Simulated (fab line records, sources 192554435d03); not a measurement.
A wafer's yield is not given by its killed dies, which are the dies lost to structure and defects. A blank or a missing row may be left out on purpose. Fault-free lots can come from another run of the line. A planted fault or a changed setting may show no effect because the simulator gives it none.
Chamber matching | flow n5Finfet | 4 sister chambers for N5_BEOL_M1_ETCH_70 on rieDiel-02
The step etches SOC in N2/H2, target depth 80 nm, overetch 16 nm, time 120 s. 22 wafers are shown with their chamber, then 11 later ones without.

## WAFERS WITH THEIR CHAMBER
wafer  | chamber | oesProductAu (a.u.) | showerheadPlenumPTorr (Torr) | throttleValvePct (%)
L074.2 | 2       | 0.53                | 2.44                         | 18.30
L074.4 | 0       | 0.56                | 2.66                         | 17.95
L074.6 | 3       | 0.52                | 2.59                         | 18.24
L082.3 | 0       | 0.56                | 2.65                         | 17.98
L082.5 | 0       | 0.56                | 2.65                         | 18.00
L082.6 | 2       | 0.52                | 2.43                         | 18.34
L083.3 | 3       | 0.75                | 2.58                         | 17.73
L083.4 | 0       | 0.56                | 2.65                         | 18.00
L083.6 | 1       | 0.57                | 2.54                         | 17.99
L084.1 | 1       | 0.56                | 2.54                         | 18.00
L084.3 | 1       | 0.56                | 2.54                         | 18.00
L084.4 | 3       | 0.74                | 2.58                         | 17.73
L086.2 | 1       | 0.56                | 2.54                         | 18.00
L086.3 | 3       | 0.72                | 2.58                         | 17.77
L086.6 | 0       | 0.55                | 2.65                         | 18.03
L089.1 | 2       | 0.72                | 2.75                         | 17.94
L089.4 | 3       | 0.71                | 2.58                         | 17.74
L089.6 | 2       | 0.72                | 2.75                         | 17.93
L088.2 | 3       | 0.72                | 2.58                         | 17.77
L088.4 | 1       | 0.55                | 2.53                         | 18.02
L088.6 | 3       | 0.71                | 2.58                         | 17.74
L092.1 | 2       | 0.71                | 2.75                         | 17.92

SIGNATURES (means of the wafers above)
reading               | chamber 0 | chamber 1 | chamber 2 | chamber 3 | scatter within a chamber
oesProductAu          | 0.5580    | 0.5600    | 0.6400    | 0.6957    | 0.0674
showerheadPlenumPTorr | 2.6520    | 2.5380    | 2.6240    | 2.5814    | 0.0814
throttleValvePct      | 17.9920   | 18.0020   | 18.0860   | 17.8171   | 0.149
Rule: a wafer's distance from a chamber is the root of the sum, over the readings, of the square of ((its reading less the chamber's mean) divided by the reading's scatter). The wafer belongs to the nearest chamber; if the next one is less than 2 further off, it can't be placed. The scatter: take each reading less its chamber's mean, square it, sum over the shown wafers, divide by the number of wafers less the number of chambers, and take the root.

## WAFERS WITH NO CHAMBER GIVEN
wafer  | oesProductAu (a.u.) | showerheadPlenumPTorr (Torr) | throttleValvePct (%)
L092.3 | 0.70                | 2.58                         | 17.77
L092.4 | 0.71                | 2.75                         | 17.95
L094.1 | 0.55                | 2.64                         | 18.01
L094.4 | 0.55                | 2.53                         | 18.02
L094.6 | 0.70                | 2.74                         | 17.94
L096.2 | 0.55                | 2.53                         | 18.04
L096.4 | 0.70                | 2.57                         | 17.77
L096.5 | 0.54                | 2.64                         | 18.02
L097.2 | 0.54                | 2.64                         | 18.04
L097.5 | 0.69                | 2.57                         | 17.78
L097.6 | 0.55                | 2.64                         | 18.05

## WHICH CHAMBER EACH WENT THROUGH
wafer  | from the rows above               | in truth
L092.3 | 3                                 | 3
L092.4 | can't be placed: 2 or 3 or 0 or 1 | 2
L094.1 | can't be placed: 0 or 1 or 2      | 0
L094.4 | can't be placed: 1 or 0 or 2      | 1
L094.6 | can't be placed: 2 or 3 or 0 or 1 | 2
L096.2 | can't be placed: 1 or 0 or 2      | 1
L096.4 | 3                                 | 3
L096.5 | can't be placed: 0 or 1 or 2      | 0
L097.2 | can't be placed: 0 or 1 or 2      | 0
L097.5 | can't be placed: 3 or 2           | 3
L097.6 | can't be placed: 0 or 1 or 2      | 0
Correct placement for 2 of the 11. These rows do not allow placing 9 (true chamber among the candidates in 9). Number placed wrongly: 0.
